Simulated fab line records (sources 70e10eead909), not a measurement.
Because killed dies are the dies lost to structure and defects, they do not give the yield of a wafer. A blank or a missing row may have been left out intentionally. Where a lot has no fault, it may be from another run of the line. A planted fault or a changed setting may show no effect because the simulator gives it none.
Chamber matching -- flow nandHarc -- 4 sister chambers for NHARC_P_CONTACT_CMP_24 on cmp-01
The step polishes, t overpolish 30 s, target thk 200 nm. 16 wafers are shown with their chamber, then 8 later ones without.

== WAFERS, EACH WITH ITS CHAMBER ==
wafer,chamber,motorCurrentA (A),timeToEndpointS (s),overpolishRunS (s)
L075.4,3,14.5,43,30.011
L075.5,3,14.6,39,30.015
L075.6,0,13.0,39,29.997
L077.3,0,12.2,39,29.987
L077.5,1,13.4,41,29.989
L077.6,0,13.2,36,29.981
L078.3,2,12.3,39,30.007
L078.5,0,12.2,35,29.994
L078.6,3,14.6,42,30.005
L079.1,1,14.5,41,29.990
L079.2,3,14.8,44,30.001
L079.5,3,14.8,45,30.008
L084.1,2,11.5,40,30.008
L084.2,3,14.1,42,29.996
L084.6,0,12.5,37,30.006
L087.1,2,12.1,43,29.998

SIGNATURES (means of the wafers above)
reading,chamber 0,chamber 1,chamber 2,chamber 3,scatter within a chamber
motorCurrentA,12.620,13.950,11.967,14.567,0.422
timeToEndpointS,37.20,41.00,40.67,42.50,1.89
overpolishRunS,29.99300,29.98950,30.00433,30.00600,0.00743
Rule: for a wafer and a chamber, the distance is found by dividing, reading by reading, the gap between the wafer's reading and the chamber's mean by the reading's scatter, squaring, summing and taking the root. The wafer belongs to the nearest chamber; if the next one is less than 2 further off, it can't be placed. How the scatter is found: for the shown wafers, subtract from each reading the mean of its chamber, square and add these, divide the total by (wafers less chambers), then take the root.

== WAFERS WITH NO CHAMBER GIVEN ==
wafer,motorCurrentA (A),timeToEndpointS (s),overpolishRunS (s)
L087.4,14.2,44,29.995
L087.6,13.8,40,30.004
L093.2,14.8,44,29.993
L093.4,14.0,45,30.003
L093.5,14.2,47,30.006
L096.3,11.9,40,30.001
L096.5,14.4,42,29.987
L096.6,11.5,45,29.996

== THE CHAMBER EACH PASSED THROUGH ==
wafer,from the rows above,in truth
L087.4,can't be placed: 1 or 3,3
L087.6,can't be placed: 1 or 3 or 0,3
L093.2,can't be placed: 3 or 1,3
L093.4,can't be placed: 3 or 1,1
L093.5,can't be placed: 3 or 1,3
L096.3,can't be placed: 2 or 0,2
L096.5,can't be placed: 1 or 3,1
L096.6,2,2
Correctly placed: 1 of 8. Not placeable from these rows: 7 (in 7, the candidates include the true chamber). Number placed wrongly: 0.
